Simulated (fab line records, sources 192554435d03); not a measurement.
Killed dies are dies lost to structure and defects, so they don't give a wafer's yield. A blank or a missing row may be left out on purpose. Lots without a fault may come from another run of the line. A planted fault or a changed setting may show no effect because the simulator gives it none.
Which tool did it? | flow n5_finfet | 9 lots, 27 wafers sampled, at 6 steps of a route of 1938

WHAT THE GAUGES READ, wafer by wafer
N5_BEOL_M2_INSPECT_59: inspects for defects (darkfield).
lot  | measured     | on                | raw_defect_count
L476 | day 7 16:15  | defect_inspect-02 | 79 115 66
L479 | day 7 21:52  | defect_inspect-02 | 46 65 56
L480 | day 8 00:26  | defect_inspect-02 | 65 59 63
L488 | day 10 12:52 | defect_inspect-02 | 97 113 104
L490 | day 11 00:04 | defect_inspect-01 | 40 65 38
L493 | day 11 01:55 | defect_inspect-01 | 81 75 94
L494 | day 11 19:51 | defect_inspect-01 | 63 42 49
L496 | day 13 07:16 | defect_inspect-01 | 71 78 67
L497 | day 13 07:22 | defect_inspect-01 | 69 90 61

N5_BEOL_M3_THK_MEAS_01.
lot  | measured     | on            | M3_ILD_THK (nm)
L476 | day 7 16:22  | film_metro-01 | 78.1 79.0 80.4
L479 | day 7 21:58  | film_metro-01 | 78.4 77.5 80.1
L480 | day 8 00:33  | film_metro-02 | 78.7 79.9 81.1
L488 | day 10 12:59 | film_metro-01 | 115.1 79.2 81.2
L490 | day 11 00:10 | film_metro-01 | 114.0 78.9 116.1
L493 | day 11 02:01 | film_metro-02 | 78.6 79.0 80.0
L494 | day 11 19:57 | film_metro-01 | 77.8 78.3 79.5
L496 | day 13 07:22 | film_metro-02 | 79.1 78.3 80.5
L497 | day 13 07:28 | film_metro-02 | 77.3 79.5 79.3

N5_BEOL_M4_RC_MEAS_101.
lot  | measured     | on        | DIBL_N (mV/V)  | DIBL_P (mV/V)  | IOFF_N (nA/um) | IOFF_P (nA/um) | ION_N (uA/um) | ION_P (uA/um) | SS_N (mV/dec)  | SS_P (mV/dec)  | VT_N (mV)   | VT_P (mV)
L476 | day 8 08:25  | prober-01 | 34.7 39.9 35.7 | 34.3 40.0 34.5 | 0.12 0.21 0.12 | 0.16 0.24 0.16 | 657 680 656   | 453 459 450   | 71.0 72.7 70.9 | 72.6 74.3 72.9 | 251 249 252 | -256 -252 -256
L479 | day 9 03:22  | prober-01 | 34.4 33.6 34.9 | 35.3 34.6 35.1 | 0.14 0.13 0.15 | 0.19 0.18 0.19 | 671 657 670   | 453 455 455   | 70.9 71.0 70.8 | 73.0 72.9 73.9 | 250 252 253 | -252 -251 -251
L480 | day 9 05:13  | prober-01 | 34.9 35.7 32.1 | 33.1 34.4 30.7 | 0.12 0.13 0.10 | 0.15 0.16 0.13 | 653 665 645   | 449 455 447   | 71.0 71.1 70.5 | 72.1 72.6 72.0 | 254 255 255 | -257 -255 -255
L488 | day 11 22:56 | prober-01 | 40.4 34.9      | 39.5 35.6      | 0.26 0.14      | 0.29 0.21      | 674 678       | 458 480       | 72.3 70.3      | 73.7 72.1      | 245 250     | -247 -248
L490 | day 12 23:40 | prober-01 | 34.7           | 34.8           | 0.14           | 0.23           | 682           | 480           | 70.9           | 73.4           | 251         | -248
L493 | day 13 04:44 | prober-02 | 36.2 38.4 34.2 | 35.5 37.3 32.5 | 0.13 0.16 0.11 | 0.18 0.20 0.14 | 676 667 673   | 461 454 456   | 71.8 72.5 71.4 | 73.3 73.9 72.3 | 253 252 254 | -256 -251 -257
L494 | day 14 01:32 | prober-01 | 41.5 37.3 36.6 | 43.1 37.8 36.4 | 0.26 0.15 0.14 | 0.28 0.19 0.17 | 693 673 672   | 473 458 455   | 73.3 71.5 71.4 | 75.2 74.0 73.0 | 244 253 254 | -251 -255 -256
L496 | day 14 18:22 | prober-02 | 34.5 35.6 36.0 | 33.5 34.9 35.2 | 0.12 0.13 0.15 | 0.15 0.17 0.17 | 681 677 676   | 463 462 456   | 70.7 71.7 72.1 | 72.4 73.2 73.9 | 252 254 250 | -252 -253 -254
L497 | day 15 02:19 | prober-01 | 36.0 39.1 37.1 | 36.2 39.6 37.7 | 0.15 0.19 0.17 | 0.20 0.25 0.24 | 674 679 675   | 460 459 464   | 71.2 72.2 72.1 | 72.9 74.1 73.0 | 249 246 249 | -252 -249 -252

WHICH TOOL RAN EACH LOT (tool, then ch and the chambers of the sampled wafers, then the start)
lot  | N5_BEOL_M2_SPUTTER_94        | N5_BEOL_M2_SPUTTER_96        | N5_BEOL_M3_ILD_DEP_00
L476 | pvd_sputter-02, day 7 14:53  | pvd_sputter-02, day 7 15:07  | pecvd-01 ch 0,1,2, day 7 16:17
L479 | pvd_sputter-01, day 7 20:35  | pvd_sputter-01, day 7 20:48  | pecvd-04 ch 0,1, day 7 21:55
L480 | pvd_sputter-01, day 7 23:06  | pvd_sputter-01, day 7 23:19  | pecvd-01 ch 0,1,2, day 8 00:29
L488 | pvd_sputter-02, day 10 11:32 | pvd_sputter-02, day 10 11:46 | pecvd-04 ch 1,2, day 10 12:55
L490 | pvd_sputter-03, day 10 22:43 | pvd_sputter-03, day 10 22:56 | pecvd-04 ch 0,2, day 11 00:06
L493 | pvd_sputter-03, day 11 00:34 | pvd_sputter-03, day 11 00:47 | pecvd-02 ch 0,1, day 11 01:58
L494 | pvd_sputter-02, day 11 18:31 | pvd_sputter-02, day 11 18:44 | pecvd-02 ch 0,1,2, day 11 19:53
L496 | pvd_sputter-03, day 13 05:46 | pvd_sputter-03, day 13 05:59 | pecvd-02 ch 0,1, day 13 07:18
L497 | pvd_sputter-01, day 13 05:53 | pvd_sputter-01, day 13 06:07 | pecvd-02 ch 0,1,2, day 13 07:24
- N5_BEOL_M2_SPUTTER_94: material Cu, target thk 4.5 nm, time 8.29 s.
- N5_BEOL_M2_SPUTTER_96: material Cu, target thk 4.5 nm, time 8.29 s.
- N5_BEOL_M3_ILD_DEP_00: deposits SiOC from DEMS/O2, target thk 79 nm, time 15.3 s.

WHAT THE TOOLS THEMSELVES READ (means of the sampled wafers that have a number; where no wafer has one, the mark that the record gives instead)
N5_BEOL_M2_SPUTTER_94.
lot  | tool           | susceptor_temp_C (C) | throttle_valve_pct (%)
L476 | pvd_sputter-02 | -20.10               | 29.1
L479 | pvd_sputter-01 | -20.03               | 29.6
L480 | pvd_sputter-01 | -20.01               | 28.9
L488 | pvd_sputter-02 | -20.04               | 29.1
L490 | pvd_sputter-03 | -20.00               | 29.6
L493 | pvd_sputter-03 | -19.98               | 29.7
L494 | pvd_sputter-02 | -20.00               | 29.2
L496 | pvd_sputter-03 | -19.98               | 29.9
L497 | pvd_sputter-01 | -20.01               | 29.2

N5_BEOL_M2_SPUTTER_96.
lot  | tool           | susceptor_temp_C (C) | throttle_valve_pct (%)
L476 | pvd_sputter-02 | -19.98               | 29.3
L479 | pvd_sputter-01 | -20.06               | 29.5
L480 | pvd_sputter-01 | -20.02               | 28.9
L488 | pvd_sputter-02 | -19.98               | 29.4
L490 | pvd_sputter-03 | -20.13               | 29.6
L493 | pvd_sputter-03 | -20.02               | 29.7
L494 | pvd_sputter-02 | -20.02               | 29.3
L496 | pvd_sputter-03 | -20.04               | 29.9
L497 | pvd_sputter-01 | -20.10               | 29.1

N5_BEOL_M3_ILD_DEP_00.
lot  | tool     | chamber_pressure_Torr (Torr) | heater_power_w (W) | rf_fwd_power_W (W) | showerhead_plenum_p_Torr (Torr) | susceptor_temp_C (C) | throttle_valve_pct (%)
L476 | pecvd-01 | 5.003                        | 586                | 493.8              | 5.690                           | 350.16               | 12.2
L479 | pecvd-04 | 5.000                        | 468                | 491.1              | 5.667                           | 349.97               | 12.0
L480 | pecvd-01 | 4.998                        | 552                | 493.5              | 5.696                           | 349.87               | 12.1
L488 | pecvd-04 | 5.004                        | 398                | 493.4              | 5.684                           | 350.12               | 12.1
L490 | pecvd-04 | 4.992                        | 489                | 494.2              | 5.678                           | 349.99               | 12.2
L493 | pecvd-02 | 5.006                        | 423                | 495.8              | 5.685                           | 349.85               | 12.0
L494 | pecvd-02 | 4.996                        | 475                | 495.3              | 5.686                           | 349.78               | 11.7
L496 | pecvd-02 | 5.009                        | 433                | 495.8              | 5.683                           | 349.99               | 11.8
L497 | pecvd-02 | 5.000                        | 461                | 495.3              | 5.680                           | 350.01               | 11.9

THE ANSWER, worked out from the rows above alone
Rule: what is usual is taken from the lots themselves. Put in order of their means at a reading, lots are off if they are a third of the lots or fewer, leave a main group of 4 or more, and stand apart from it by a gap of 3 or more times the standard deviation of the main group's means; of several such gaps the widest counts. A main group whose means are all the same, to the digits that the tables above print for the reading, isn't used. A lot without any number at a reading at which 4 lots or more have one is off too. The other lots that the step has rows for count as sound. The gauges are gone through in route order, then the tools' own readings, and for those a lot's mean is taken as printed above. The first step at which some lot is off is used, and at that step the reading that is off furthest; a lot without a number counts as furthest.
Off: L488, L490, at N5_BEOL_M3_THK_MEAS_01 (M3_ILD_THK). The main group: mean 79.1 nm, standard deviation 0.44.
A tool fits if, at a process step before that reading, it ran every lot that is off, and no sound lot after the first of them. The gauges at N5_BEOL_M3_THK_MEAS_01 are tried like those tools. One fits: pecvd-04 at N5_BEOL_M3_ILD_DEP_00. Its last sound lot is L479 (day 7 21:55), its first lot that is off L488 (day 10 12:55): a fault that began between those two fits.

WHAT THE SIMULATOR HAD PUT IN
Process parameter drift: pecvd-04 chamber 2, from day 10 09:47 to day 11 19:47, at N5_BEOL_M3_ILD_DEP_00. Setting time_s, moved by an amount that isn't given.
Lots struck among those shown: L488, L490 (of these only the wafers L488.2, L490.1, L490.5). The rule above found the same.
